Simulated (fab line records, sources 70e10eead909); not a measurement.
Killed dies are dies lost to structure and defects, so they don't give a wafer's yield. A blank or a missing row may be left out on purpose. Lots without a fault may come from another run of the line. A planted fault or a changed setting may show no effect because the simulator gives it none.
Tool commonality check | flow nand_harc | 14 lots, 42 wafers sampled

WHY IT WAS OPENED
At NHARC_END_SORT_01 the reading killed_dies is flagged on 2 of 14 lots. Wafers without a fault read 32, standard deviation 9.
Rule: a lot is flagged when every wafer of it that has a number lies more than 4 standard deviations from that mean, or none has a number. The other lots count as sound.

lot  | measured     | on        | killed_dies, wafer by wafer | flag
L189 | day 20 09:17 | prober-01 | 31 41 29                    |
L191 | day 20 23:13 | prober-02 | 39 35 32                    |
L188 | day 21 00:12 | prober-01 | 29 28 30                    |
L190 | day 21 09:22 | prober-02 | 18 21 29                    |
L193 | day 21 23:13 | prober-02 | 26 28 24                    |
L198 | day 22 15:31 | prober-02 | 677 677 677                 | FLAGGED
L200 | day 22 17:11 | prober-01 | 677 677 677                 | FLAGGED
L206 | day 23 20:46 | prober-01 | 30 35 33                    |
L204 | day 23 21:34 | prober-02 | 31 37 25                    |
L205 | day 24 11:31 | prober-02 | 36 43 40                    |
L209 | day 24 11:40 | prober-01 | 15 30 27                    |
L207 | day 24 19:19 | prober-02 | 29 36 39                    |
L208 | day 24 20:14 | prober-01 | 49 47 49                    |
L210 | day 25 03:25 | prober-02 | 38 40 43                    |
The numbers of the flagged lots are 677 on average: +645 against the usual, or +72 standard deviations.

WHICH TOOL RAN EACH LOT
The record holds 2 process steps before the reading, out of a route of 1159 steps. In each cell: the tool, then ch and the chambers that the sampled wafers went through, then the start.
lot  | flag    | NHARC_A_SGD_CUT_DEP_00          | NHARC_A_SLIT_DEP_23
L189 |         | pecvd-04 ch 0,1,2, day 14 21:07 | pecvd-03 ch 0,2, day 15 08:29
L191 |         | pecvd-01 ch 1,2, day 14 22:31   | pecvd-03 ch 0,1,2, day 15 08:48
L188 |         | pecvd-01 ch 0,2, day 14 21:05   | pecvd-04 ch 0,2, day 15 07:53
L190 |         | pecvd-04 ch 0,1,2, day 14 22:25 | pecvd-03 ch 0,1,2, day 15 09:55
L193 |         | pecvd-04 ch 0,1,2, day 15 09:13 | pecvd-02 ch 1,2, day 16 00:25
L198 | FLAGGED | pecvd-02 ch 1,2, day 17 06:41   | pecvd-03 ch 1,2, day 17 16:24
L200 | FLAGGED | pecvd-02 ch 0,1,2, day 16 23:28 | pecvd-02 ch 0,1,2, day 17 10:31
L206 |         | pecvd-02 ch 0,1,2, day 17 21:36 | pecvd-04 ch 0,1, day 18 15:09
L204 |         | pecvd-02 ch 0,2, day 17 20:17   | pecvd-03 ch 1,2, day 18 13:57
L205 |         | pecvd-04 ch 0,2, day 17 22:16   | pecvd-02 ch 0,1,2, day 18 15:55
L209 |         | pecvd-04 ch 1,2, day 18 20:37   | pecvd-04 ch 0,2, day 19 07:21
L207 |         | pecvd-04 ch 0,1,2, day 18 08:07 | pecvd-03 ch 0,1, day 18 20:58
L208 |         | pecvd-04 ch 0,1,2, day 18 20:52 | pecvd-04 ch 0,1,2, day 19 06:38
L210 |         | pecvd-04 ch 0,1,2, day 19 22:09 | pecvd-02 ch 0,1,2, day 20 08:27
What these steps do:
- NHARC_A_SGD_CUT_DEP_00: deposits SiNx, target thk 50 nm.
- NHARC_A_SLIT_DEP_23: deposits SiON, target thk 100 nm.
- NHARC_END_SORT_01

FLAGGED OVER TOTAL, TOOL BY TOOL (the gauges that took the reading come last)
step                   | tool      | lots run | flagged | share of the flagged lots | sound lots run after its first flagged lot
NHARC_A_SGD_CUT_DEP_00 | pecvd-01  | 2        | 0       | none                      | -
NHARC_A_SGD_CUT_DEP_00 | pecvd-02  | 4        | 2       | all                       | 2 (L204,L206)
NHARC_A_SGD_CUT_DEP_00 | pecvd-04  | 8        | 0       | none                      | -
NHARC_A_SLIT_DEP_23    | pecvd-02  | 4        | 1       | some                      | 2 (L205,L210)
NHARC_A_SLIT_DEP_23    | pecvd-03  | 6        | 1       | some                      | 2 (L204,L207)
NHARC_A_SLIT_DEP_23    | pecvd-04  | 4        | 0       | none                      | -
NHARC_END_SORT_01      | prober-01 | 6        | 1       | some                      | 3 (L206,L209,L208)
NHARC_END_SORT_01      | prober-02 | 8        | 1       | some                      | 4 (L204,L205,L207,L210)

WHAT THE TABLE ALLOWS
1 row of the table ran every flagged lot: pecvd-02 at NHARC_A_SGD_CUT_DEP_00.
- pecvd-02 at NHARC_A_SGD_CUT_DEP_00: 2 of its 4 lots flagged. Sound lots ran on it after the first flagged one (L204, L206), which a lasting fault on the whole tool wouldn't allow.
No row of the table ran every flagged lot and no sound lot after the first.

WHAT THE SIMULATOR HAD PUT IN
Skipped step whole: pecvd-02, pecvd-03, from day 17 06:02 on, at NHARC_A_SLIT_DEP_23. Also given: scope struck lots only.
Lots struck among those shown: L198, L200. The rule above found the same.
